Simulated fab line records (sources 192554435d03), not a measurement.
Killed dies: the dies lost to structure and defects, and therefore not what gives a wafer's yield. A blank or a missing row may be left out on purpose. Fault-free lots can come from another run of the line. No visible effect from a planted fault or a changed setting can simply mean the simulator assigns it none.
Commonality check across tools + flow n5Finfet + 9 lots, 27 wafers sampled

THE REASON FOR OPENING IT
N5_SD_ACTIVATION_RS_MEAS_03, reading RS_SD_N: flagged on 2 of 9 lots. Wafers without a fault read 21.99 ohm/sq, standard deviation 0.26.
Rule: a lot is flagged in two cases, either no wafer of it has a number, or all its wafers with numbers fall more than 4 standard deviations from that mean. The rest of the lots are taken to be sound.

| lot  | measured    | on           | RS_SD_N (ohm/sq), wafer by wafer | flag    |
|------|-------------|--------------|----------------------------------|---------|
| L487 | day 3 11:25 | filmMetro-01 | 21.75 22.44 21.83                |         |
| L488 | day 3 16:51 | filmMetro-01 | 21.68 22.02 21.89                |         |
| L490 | day 4 07:34 | filmMetro-02 | 22.01 21.98 22.52                |         |
| L492 | day 4 18:44 | filmMetro-02 | 21.83 22.01 21.78                |         |
| L501 | day 7 00:59 | filmMetro-01 | 20.36 20.46 20.05                | FLAGGED |
| L505 | day 8 04:15 | filmMetro-01 | 20.37 20.12 20.07                | FLAGGED |
| L507 | day 8 11:07 | filmMetro-01 | 21.49 22.05 21.98                |         |
| L509 | day 8 23:40 | filmMetro-02 | 22.10 22.08 22.05                |         |
| L510 | day 9 04:22 | filmMetro-02 | 22.38 21.82 21.95                |         |
The mean of the flagged lots' numbers is 20.24 ohm/sq, -1.75 ohm/sq from the usual (-7 standard deviations).

WHICH TOOL RAN EACH LOT
3 process steps preceding the reading are held in the record, out of 1938 steps in the route. Cell contents, in order: the tool; ch with the chambers the sampled wafers went through; the start.
| lot  | flag    | N5_SPACER0_ALD_08               | N5_SD_EPI_N_VAPOR_ETCH_50     | N5_SD_EPI_N_EPI_21            |
|------|---------|---------------------------------|-------------------------------|-------------------------------|
| L487 |         | aldSin-04 ch 1,3, day 3 01:43   | epiRpcvd-02 ch 0, day 3 03:56 | epiRpcvd-02 ch 0, day 3 04:37 |
| L488 |         | aldSin-04 ch 0,1,2, day 3 06:12 | epiRpcvd-03 ch 0, day 3 08:20 | epiRpcvd-03 ch 0, day 3 08:34 |
| L490 |         | aldSin-04 ch 0,1,2, day 3 19:03 | epiRpcvd-04 ch 0, day 3 23:50 | epiRpcvd-04 ch 0, day 4 00:04 |
| L492 |         | aldSin-04 ch 0,1,3, day 4 07:19 | epiRpcvd-02 ch 0, day 4 09:31 | epiRpcvd-02 ch 0, day 4 09:57 |
| L501 | FLAGGED | aldSin-03 ch 1,2,3, day 6 15:24 | epiRpcvd-04 ch 0, day 6 17:49 | epiRpcvd-04 ch 0, day 6 17:59 |
| L505 | FLAGGED | aldSin-01 ch 0,2,3, day 7 13:42 | epiRpcvd-04 ch 0, day 7 16:29 | epiRpcvd-04 ch 0, day 7 16:40 |
| L507 |         | aldSin-01 ch 1,2,3, day 7 23:44 | epiRpcvd-03 ch 0, day 8 02:09 | epiRpcvd-03 ch 0, day 8 03:04 |
| L509 |         | aldSin-01 ch 0,2, day 8 12:41   | epiRpcvd-02 ch 0, day 8 15:07 | epiRpcvd-02 ch 0, day 8 15:41 |
| L510 |         | aldSin-03 ch 0,2,3, day 8 17:26 | epiRpcvd-03 ch 0, day 8 19:36 | epiRpcvd-03 ch 0, day 8 20:11 |
What the steps here do:
- N5_SPACER0_ALD_08: deposits SiNx, target thk 2 nm.
- N5_SD_EPI_N_VAPOR_ETCH_50: etches Si in HCl, time 54 s.
- N5_SD_EPI_N_EPI_21: deposits Si:P, time 690 s.
- N5_SD_ACTIVATION_RS_MEAS_03: measures by four-point-probe.

FLAGGED OVER TOTAL, TOOL BY TOOL (the gauges that took the reading come last)
| step                        | tool         | lots run | flagged | share of the flagged lots | sound lots run after its first flagged lot |
|-----------------------------|--------------|----------|---------|---------------------------|--------------------------------------------|
| N5_SPACER0_ALD_08           | aldSin-01    | 3        | 1       | some                      | 2 (L507,L509)                              |
| N5_SPACER0_ALD_08           | aldSin-03    | 2        | 1       | some                      | 1 (L510)                                   |
| N5_SPACER0_ALD_08           | aldSin-04    | 4        | 0       | none                      | -                                          |
| N5_SD_EPI_N_VAPOR_ETCH_50   | epiRpcvd-02  | 3        | 0       | none                      | -                                          |
| N5_SD_EPI_N_VAPOR_ETCH_50   | epiRpcvd-03  | 3        | 0       | none                      | -                                          |
| N5_SD_EPI_N_VAPOR_ETCH_50   | epiRpcvd-04  | 3        | 2       | all                       | 0                                          |
| N5_SD_EPI_N_EPI_21          | epiRpcvd-02  | 3        | 0       | none                      | -                                          |
| N5_SD_EPI_N_EPI_21          | epiRpcvd-03  | 3        | 0       | none                      | -                                          |
| N5_SD_EPI_N_EPI_21          | epiRpcvd-04  | 3        | 2       | all                       | 0                                          |
| N5_SD_ACTIVATION_RS_MEAS_03 | filmMetro-01 | 5        | 2       | all                       | 1 (L507)                                   |
| N5_SD_ACTIVATION_RS_MEAS_03 | filmMetro-02 | 4        | 0       | none                      | -                                          |

WHAT IS ALLOWED BY THE TABLE
3 rows of the table ran every flagged lot: epiRpcvd-04 at N5_SD_EPI_N_VAPOR_ETCH_50, epiRpcvd-04 at N5_SD_EPI_N_EPI_21, filmMetro-01 at N5_SD_ACTIVATION_RS_MEAS_03.
- epiRpcvd-04 at N5_SD_EPI_N_VAPOR_ETCH_50 ran 3 lots, 2 of them flagged. A fault beginning between L490 (day 3 23:50), its last sound lot, and L501 (day 6 17:49), its first flagged one, fits the data.
- epiRpcvd-04 at N5_SD_EPI_N_EPI_21 ran 3 lots, 2 of them flagged. A fault beginning between L490 (day 4 00:04), its last sound lot, and L501 (day 6 17:59), its first flagged one, fits the data.
- filmMetro-01 at N5_SD_ACTIVATION_RS_MEAS_03 ran 5 lots, 2 of them flagged. Lots that were sound ran on it after the first flagged one (L507); a persistent fault on the entire tool would not allow that.
Just one tool remains: epiRpcvd-04 at N5_SD_EPI_N_VAPOR_ETCH_50 and N5_SD_EPI_N_EPI_21.

WHAT HAD BEEN PUT IN BY THE SIMULATOR
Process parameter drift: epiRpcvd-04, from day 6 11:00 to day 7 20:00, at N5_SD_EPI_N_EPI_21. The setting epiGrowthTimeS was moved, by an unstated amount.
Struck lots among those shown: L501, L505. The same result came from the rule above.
